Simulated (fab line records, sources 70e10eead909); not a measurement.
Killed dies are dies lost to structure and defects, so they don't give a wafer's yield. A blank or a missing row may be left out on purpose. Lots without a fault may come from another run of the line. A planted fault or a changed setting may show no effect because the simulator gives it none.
fab line records | flow nand_harc
record lots=14 wafers=42 last_day=34
route steps=1302 shown THIN_TSV@1264
lots that met no fault: from a run of the same line without faults
start_h: hours from the record's first day to the start of the lot's first wafer shown | wait_h: hours since the lot's step before | " the same as in the row above | L1.1+2: a row that stands for several wafers | - no value, or no start given | * or withheld: withheld | < > ~ a bound
route shown NAME@n: a module of which the file shows steps, and the number in the route of the first | usual: mean/standard deviation of fault-free wafers | same: alike in all rows | chamber/n: place in a boat | sites: the reading at each site | _std_site: their standard deviation | _edge_site: outer sites' mean less inner sites' | radius_mm: how far each site lies from the wafer's centre | mask NAME#n: copy n | behind: the tool/chamber that last shaped the wafer | hold: why the lot was held/for how many hours/how that ended | device: the transistor (n, p or np) that didn't switch | end of line: the same wafers' tests at the end of the route | a step without rows: its recipe alone | killed: dies lost to structure and defects at the first sort, not the wafer's yield | map: a wafer's dies, x killed, . not, _ none there
set.NAME: the setting as run; set.NAME@STEP: as run at that earlier step | model.NAME: the simulator's own value behind a step, which no gauge read
steps of the route over a sample of lots; a table a step, a row a wafer
services: from which hour (start_h, from the record's first day; less than 0 if before it) a tool's chamber was out of use, for how many hours, and why
## steps
# step NHARC_THIN_TSV_CD_MEAS_16
# usual cd_nm=999.1/1.5
# columns lot.wafer tool chamber start_h wait_h cd_nm
L799.2 cd_sem-02 - 561.54 0.1 998.1
L799.3 " - " " 1001.7
L799.5 " - " " 999.3
L801.1 cd_sem-03 - 566.11 0.1 998.7
L801.2 " - " " 994.7
L801.4 " - " " 997.9
L804.1 cd_sem-03 - 618.91 0.1 996.2
L804.2 " - " " 1000.5
L804.4 " - " " 998.8
L802.2 cd_sem-02 - 624.28 0.1 999.0
L802.3 " - " " 999.3
L802.4 " - " " 1000.6
L806.3 cd_sem-02 - 625.62 0.1 999.6
L806.4 " - " " 996.3
L806.5 " - " " 997.9
L813.4 cd_sem-01 - 694.28 0.1 999.5
L813.5 " - " " 999.4
L813.6 " - " " 997.4
L814.1 cd_sem-02 - 695.51 0.1 996.8
L814.4 " - " " 997.5
L814.5 " - " " 999.5
L815.2 cd_sem-02 - 726.62 0.1 998.1
L815.4 " - " " 998.9
L815.5 " - " " 1000.0
L817.2 cd_sem-02 - 727.68 0.1 1000.2
L817.5 " - " " 998.6
L817.6 " - " " 1000.2
L818.4 cd_sem-02 - 748.16 0.1 999.3
L818.5 " - " " 998.0
L818.6 " - " " 1000.5
L819.2 cd_sem-02 - 767.36 0.1 1001.9
L819.3 " - " " 1000.8
L819.4 " - " " 1001.9
L820.1 cd_sem-03 - 778.20 0.1 998.6
L820.2 " - " " 998.6
L820.5 " - " " 999.7
L821.1 cd_sem-01 - 779.37 0.1 996.2
L821.2 " - " " 1001.6
L821.3 " - " " 999.9
L822.3 cd_sem-02 - 795.32 0.1 998.7
L822.5 " - " " 1000.5
L822.6 " - " " 999.0
# step NHARC_THIN_TSV_ETCHBACK_48
# recipe target_depth_a=10285 over_etch_frac=0.3 time_s=405.17 ion_energy_ev=250 c4f8_flow_sccm=withheld ar_flow_sccm=withheld rf_w=600 bias_w=300 chemistry=C4F8/Ar
# usual oes_product_au=0.94/0.031 rf_vpp_V=546.0/3
# columns lot.wafer tool chamber start_h wait_h oes_product_au rf_hours_counter_h rf_vpp_V
L799.3 rie_diel-07 0 562.81 - 0.94 5.2 540.5
L799.2 " 1 " " 0.92 4.9 543.4
L799.5 " 1 " " 0.92 - 544.0
L801.1 rie_diel-07 3 567.40 - 0.93 5.4 546.2
L801.4 " 0 " " 0.93 5.7 541.1
L801.2 " 2 " " 0.93 4.9 545.1
L804.1 rie_diel-13 3 620.19 - 0.93 4.5 549.3
L804.2 " 0 " " 0.96 3.4 551.5
L804.4 " 2 " " 0.93 4.7 546.5
L802.4 rie_diel-06 1 625.59 - 0.93 8.1 547.8
L802.2 " 2 " " 0.93 10.9 542.4
L802.3 " 3 " " 0.93 9.8 548.5
L806.4 rie_diel-06 3 626.89 - 1.00 9.9 547.6
L806.3 " 2 " " 1.00 11.0 540.1
L806.5 " 3 " " 1.00 - 549.4
L813.4 rie_diel-06 0 695.63 - 0.91 1.0 547.8
L813.6 " 0 " " 0.90 - 548.4
L813.5 " 1 " " 0.93 - 549.1
L814.1 rie_diel-07 2 696.88 - 0.93 2.5 545.8
L814.4 " 0 " " 0.93 3.0 542.1
L814.5 " 2 " " 0.94 - 546.6
L815.2 rie_diel-13 1 727.89 - 0.99 1.3 542.0
L815.4 " 2 " " 0.99 1.2 546.4
L815.5 " 1 " " 0.99 - 543.8
L817.2 rie_diel-07 0 729.00 - 1.00 4.9 540.4
L817.5 " 3 " " 0.99 - 547.0
L817.6 " 1 " " 1.02 - 545.3
L818.4 rie_diel-06 1 749.43 - 0.91 6.9 549.7
L818.6 " 1 " " 0.91 - 548.2
L818.5 " 2 " " 0.93 - 540.8
L819.2 rie_diel-07 1 768.70 - 0.95 7.4 542.7
L819.4 " 2 " " 1.01 3.9 545.1
L819.3 " 3 " " 0.93 6.1 546.9
L820.1 rie_diel-13 2 779.70 - 0.93 3.7 547.4
L820.2 " 0 " " 0.93 2.6 551.1
L820.5 " 2 " " 0.91 - 545.3
L821.1 rie_diel-07 2 780.66 - 0.93 4.2 546.6
L821.2 " 3 " " 0.93 6.4 546.9
L821.3 " 0 " " 0.93 6.2 540.1
L822.3 rie_diel-06 0 796.76 - 0.97 6.2 548.2
L822.6 " 1 " " 0.97 - 550.1
L822.5 " 2 " " 0.97 - 540.2
# step NHARC_THIN_TSV_DEGAS_49
# recipe temp_c=300 time_s=120
# usual heater_power_w=452/49
# columns lot.wafer tool chamber start_h wait_h heater_power_w
L799.3 pvd_sputter-02 - 563.35 0.1 466
L799.2 " - " " 425
L799.5 " - " " 415
L801.2 pvd_sputter-02 - 567.93 0.1 476
L801.1 " - " " 481
L801.4 " - " " 437
L804.1 pvd_sputter-02 - 620.73 0.2 462
L804.2 " - " " 430
L804.4 " - " " 474
L802.2 pvd_sputter-02 - 626.08 0.1 469
L802.3 " - " " 434
L802.4 " - " " 434
L806.3 pvd_sputter-03 - 627.43 0.1 458
L806.4 " - " " 351
L806.5 " - " " 447
L813.4 pvd_sputter-03 - 696.17 0.1 453
L813.6 " - " " 440
L813.5 " - " " 452
L814.4 pvd_sputter-03 - 697.37 0.1 463
L814.1 " - " " 434
L814.5 " - " " 469
L815.4 pvd_sputter-01 - 728.53 0.1 434
L815.2 " - " " 536
L815.5 " - " " 407
L817.2 pvd_sputter-02 - 729.56 0.2 502
L817.6 " - " " 405
L817.5 " - " " 493
L818.4 pvd_sputter-01 - 749.99 0.1 537
L818.5 " - " " 510
L818.6 " - " " 404
L819.3 pvd_sputter-03 - 769.23 0.1 359
L819.4 " - " " 463
L819.2 " - " " 435
L820.2 pvd_sputter-01 - 780.24 0.1 408
L820.1 " - " " 421
L820.5 " - " " 495
L821.1 pvd_sputter-03 - 781.18 0.1 454
L821.2 " - " " 454
L821.3 " - " " 358
L822.3 pvd_sputter-01 - 797.21 0.1 589
L822.6 " - " " 422
L822.5 " - " " 573
# step NHARC_THIN_TSV_PVD_19
# recipe target_thk_a=200 chamber_pressure_pa=5 material=TaN
# usual chamber_pressure_pa=5.000/0.0088 throttle_valve_pct=30.0/0.94
# columns lot.wafer tool chamber start_h wait_h chamber_pressure_pa throttle_valve_pct
L799.2 pvd_sputter-02 - 563.52 - 4.994 28.8
L799.3 " - " " 4.998 28.2
L799.5 " - " " 5.014 29.6
L801.1 pvd_sputter-02 - 568.07 - 4.999 29.7
L801.4 " - " " 4.996 28.8
L801.2 " - " " 5.001 28.3
L804.1 pvd_sputter-02 - 620.88 - 4.986 29.8
L804.4 " - " " 4.996 29.1
L804.2 " - " " 5.002 28.4
L802.2 pvd_sputter-02 - 626.23 - 4.998 28.9
L802.4 " - " " 5.009 27.9
L802.3 " - " " 5.016 30.7
L806.3 pvd_sputter-03 - 627.57 - 5.001 30.4
L806.4 " - " " 5.002 31.6
L806.5 " - " " 5.012 30.6
L813.4 pvd_sputter-03 - 696.34 - - -
L813.6 " - " " - -
L813.5 " - " " - -
L814.1 pvd_sputter-03 - 697.53 - - -
L814.4 " - " " - -
L814.5 " - " " - -
L815.2 pvd_sputter-01 - 728.66 - 4.991 31.3
L815.4 " - " " 4.983 29.1
L815.5 " - " " 4.999 31.3
L817.2 pvd_sputter-02 - 729.72 - 5.015 29.4
L817.5 " - " " 4.994 31.5
L817.6 " - " " 5.003 30.3
L818.4 pvd_sputter-01 - 750.11 - 4.994 29.6
L818.6 " - " " 5.000 29.9
L818.5 " - " " 5.004 31.4
L819.3 pvd_sputter-03 - 769.44 - 4.996 30.5
L819.2 " - " " 4.999 30.2
L819.4 " - " " 5.007 31.6
L820.2 pvd_sputter-01 - 780.38 - 4.997 30.1
L820.1 " - " " 4.997 28.4
L820.5 " - " " 5.020 29.8
L821.2 pvd_sputter-03 - 781.33 - 5.009 31.6
L821.1 " - " " 4.995 30.3
L821.3 " - " " 5.011 30.7
L822.3 pvd_sputter-01 - 797.39 - 5.008 29.5
L822.6 " - " " 5.001 28.4
L822.5 " - " " 4.992 29.8
## services
# columns tool chamber start_h hours kind
rie_diel-06 1 563.24 3.4 repair
pvd_sputter-03 - 577.63 2.5 repair
rie_diel-06 0 578.65 3.5 repair
rie_diel-07 3 580.59 4.2 repair
pvd_sputter-01 - 582.00 10.0 pm
rie_diel-06 3 597.77 2.8 repair
pvd_sputter-02 - 633.72 1.0 repair
pvd_sputter-02 - 635.19 0.6 repair
pvd_sputter-02 - 638.03 10.0 pm
rie_diel-07 - 648.20 9.0 pm
pvd_sputter-02 - 658.13 1.4 repair
rie_diel-07 3 660.31 8.3 repair
rie_diel-06 - 661.20 9.0 pm
pvd_sputter-02 - 673.23 1.4 repair
pvd_sputter-03 - 704.00 10.0 pm
rie_diel-07 0 704.07 13.6 repair
rie_diel-07 2 711.28 44.0 repair
rie_diel-06 1 727.89 3.4 repair
rie_diel-06 2 736.32 7.6 repair
rie_diel-07 - 743.72 1.0 repair
rie_diel-07 1 754.09 6.8 repair
pvd_sputter-03 - 756.56 3.1 repair
pvd_sputter-01 - 760.00 10.0 pm
pvd_sputter-03 - 786.97 1.5 repair
## key
first_sign step=NHARC_THIN_TSV_PVD_19 reading=tool_record direction=missing
effect none on later readings
met_at NHARC_THIN_TSV_PVD_19
struck_lots L813,L814
later_rows_left_out L813.4,L813.5,L813.6,L814.1,L814.4,L814.5
sort_left_out L813.4,L813.5,L813.6,L814.1,L814.4,L814.5
not_acting_at NHARC_THIN_TSV_CD_MEAS_16,NHARC_THIN_TSV_ETCHBACK_48,NHARC_THIN_TSV_DEGAS_49
onset_between 627.57 696.34
fault kind=skipped_step_whole tool=pvd_sputter-03 chamber=- onset_h=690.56 steps=NHARC_THIN_TSV_PVD_19 scope=struck_lots_only
# sort_left_out: the simulated sort isn't trusted on such a fault, so these wafers' sort isn't shown, and their yield isn't known
# later_rows_left_out: the simulator's readings of these wafers behind a module that went badly wrong aren't trusted and aren't shown, but for the sort
